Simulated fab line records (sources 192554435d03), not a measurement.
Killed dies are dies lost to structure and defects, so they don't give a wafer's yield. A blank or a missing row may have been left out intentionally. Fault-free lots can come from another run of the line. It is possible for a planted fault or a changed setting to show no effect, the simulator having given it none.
Split-lot experiment || flow n5-finfet || 7 lots, 21 wafers read, on a route of 1938 steps

== ON THE SPLIT ==
At N5_FIN_SAQP_ETCH_64 (etches SiO2 in CF4, target depth 1.5 nm), the setting bias-w was moved away from the recipe's 400 W on 9 of the 21 wafers read, by -14.0% to +16.8%. This setting was run at the recipe's value on the other wafers.

The reading comes from the split's own step.

== THE READING ==
etch.depth-nm (the simulator's own value, which no gauge read), in nm, at N5_FIN_SAQP_ETCH_64 (etches SiO2 in CF4, target depth 1.5 nm). The file gives no usual value for it. Here, 12 wafers ran the recipe; their average is 1.513 nm with a standard deviation of 0.017 nm.

{"wafer": "L076.3", "tool, chamber at the split": "rie-si-02, 3", "bias-w as run, W": 452, "against the recipe": "+13.0%", "etch.depth-nm, nm": 1.56, "against lot-mates on the recipe": "+0.058"}
{"wafer": "L076.5", "tool, chamber at the split": "rie-si-02, 0", "bias-w as run, W": 452, "against the recipe": "+13.0%", "etch.depth-nm, nm": 1.586, "against lot-mates on the recipe": "+0.084"}
{"wafer": "L076.6", "tool, chamber at the split": "rie-si-02, 1", "bias-w as run, W": 400, "against the recipe": "recipe", "etch.depth-nm, nm": 1.502, "against lot-mates on the recipe": "-"}
{"wafer": "L077.1", "tool, chamber at the split": "rie-si-02, 2", "bias-w as run, W": 467.2, "against the recipe": "+16.8%", "etch.depth-nm, nm": 1.554, "against lot-mates on the recipe": "+0.007"}
{"wafer": "L077.3", "tool, chamber at the split": "rie-si-02, 0", "bias-w as run, W": 400, "against the recipe": "recipe", "etch.depth-nm, nm": 1.547, "against lot-mates on the recipe": "-"}
{"wafer": "L077.4", "tool, chamber at the split": "rie-si-02, 3", "bias-w as run, W": 467.2, "against the recipe": "+16.8%", "etch.depth-nm, nm": 1.597, "against lot-mates on the recipe": "+0.050"}
{"wafer": "L079.2", "tool, chamber at the split": "rie-si-05, 1", "bias-w as run, W": 350.7, "against the recipe": "-12.3%", "etch.depth-nm, nm": 1.451, "against lot-mates on the recipe": -0.042}
{"wafer": "L079.4", "tool, chamber at the split": "rie-si-05, 3", "bias-w as run, W": 400, "against the recipe": "recipe", "etch.depth-nm, nm": 1.491, "against lot-mates on the recipe": "-"}
{"wafer": "L079.6", "tool, chamber at the split": "rie-si-05, 3", "bias-w as run, W": 400, "against the recipe": "recipe", "etch.depth-nm, nm": 1.494, "against lot-mates on the recipe": "-"}
{"wafer": "L080.3", "tool, chamber at the split": "rie-si-05, 3", "bias-w as run, W": 344, "against the recipe": "-14.0%", "etch.depth-nm, nm": 1.417, "against lot-mates on the recipe": -0.076}
{"wafer": "L080.4", "tool, chamber at the split": "rie-si-05, 2", "bias-w as run, W": 344, "against the recipe": "-14.0%", "etch.depth-nm, nm": 1.437, "against lot-mates on the recipe": -0.056}
{"wafer": "L080.6", "tool, chamber at the split": "rie-si-05, 1", "bias-w as run, W": 400, "against the recipe": "recipe", "etch.depth-nm, nm": 1.493, "against lot-mates on the recipe": "-"}
{"wafer": "L083.3", "tool, chamber at the split": "rie-si-06, 0", "bias-w as run, W": 400, "against the recipe": "recipe", "etch.depth-nm, nm": 1.524, "against lot-mates on the recipe": "-"}
{"wafer": "L083.4", "tool, chamber at the split": "rie-si-06, 1", "bias-w as run, W": 400, "against the recipe": "recipe", "etch.depth-nm, nm": 1.506, "against lot-mates on the recipe": "-"}
{"wafer": "L083.5", "tool, chamber at the split": "rie-si-06, 3", "bias-w as run, W": 400, "against the recipe": "recipe", "etch.depth-nm, nm": 1.512, "against lot-mates on the recipe": "-"}
{"wafer": "L092.1", "tool, chamber at the split": "rie-si-06, 2", "bias-w as run, W": 456.1, "against the recipe": "+14.0%", "etch.depth-nm, nm": 1.565, "against lot-mates on the recipe": "+0.057"}
{"wafer": "L092.4", "tool, chamber at the split": "rie-si-06, 3", "bias-w as run, W": 456.1, "against the recipe": "+14.0%", "etch.depth-nm, nm": 1.59, "against lot-mates on the recipe": "+0.082"}
{"wafer": "L092.5", "tool, chamber at the split": "rie-si-06, 2", "bias-w as run, W": 400, "against the recipe": "recipe", "etch.depth-nm, nm": 1.508, "against lot-mates on the recipe": "-"}
{"wafer": "L097.4", "tool, chamber at the split": "rie-si-06, 2", "bias-w as run, W": 400, "against the recipe": "recipe", "etch.depth-nm, nm": 1.514, "against lot-mates on the recipe": "-"}
{"wafer": "L097.5", "tool, chamber at the split": "rie-si-06, 1", "bias-w as run, W": 400, "against the recipe": "recipe", "etch.depth-nm, nm": 1.536, "against lot-mates on the recipe": "-"}
{"wafer": "L097.6", "tool, chamber at the split": "rie-si-06, 0", "bias-w as run, W": 400, "against the recipe": "recipe", "etch.depth-nm, nm": 1.527, "against lot-mates on the recipe": "-"}

FIT RESULTS
A straight line over all 21 wafers: etch.depth-nm changes by +0.00481 nm for each +1% of bias-w; r = +0.93; the points scatter about the line by 0.018 nm.
The same after taking each lot's own level away (the mean of its wafers on the recipe; 21 wafers): +0.00389 nm for each +1%; r = +0.90; scatter 0.018 nm.
The reading moves by 0.065 nm for the largest change in bias-w, on that fit.
Measured against the standard deviation above, the lots' own levels, which go from 1.4925 to 1.5470 nm, span 3.2 times it.
In other words, the slope is changed by the lot-to-lot level; the two fits disagree.
Check: for one of the wafers moved furthest among these (+16.8%), held out of the fit, the line's prediction against its lot-mates is +0.0762 nm. Against them it came out at +0.007 nm.

== THE OTHER SPLITS THESE WAFERS WENT THROUGH ==
Other splits were also applied to these wafers ahead of the reading. Each is held against what the fit with the lots' levels taken away leaves over:
{"other split on the same wafers": "N5_WELL_APT_EXPOSE_05 dose-mj", "wafers away from the commonest value": 6, "r with etch.depth-nm (lot level and that fit taken away)": -0.12}
{"other split on the same wafers": "N5_WELL_APT_PEB_06 peb-temp-c", "wafers away from the commonest value": 5, "r with etch.depth-nm (lot level and that fit taken away)": -0.03}

== THE FILE'S OWN FIT ==
etch.depth-nm changes by +0.00381 nm for each +1% of bias-w, r = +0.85.
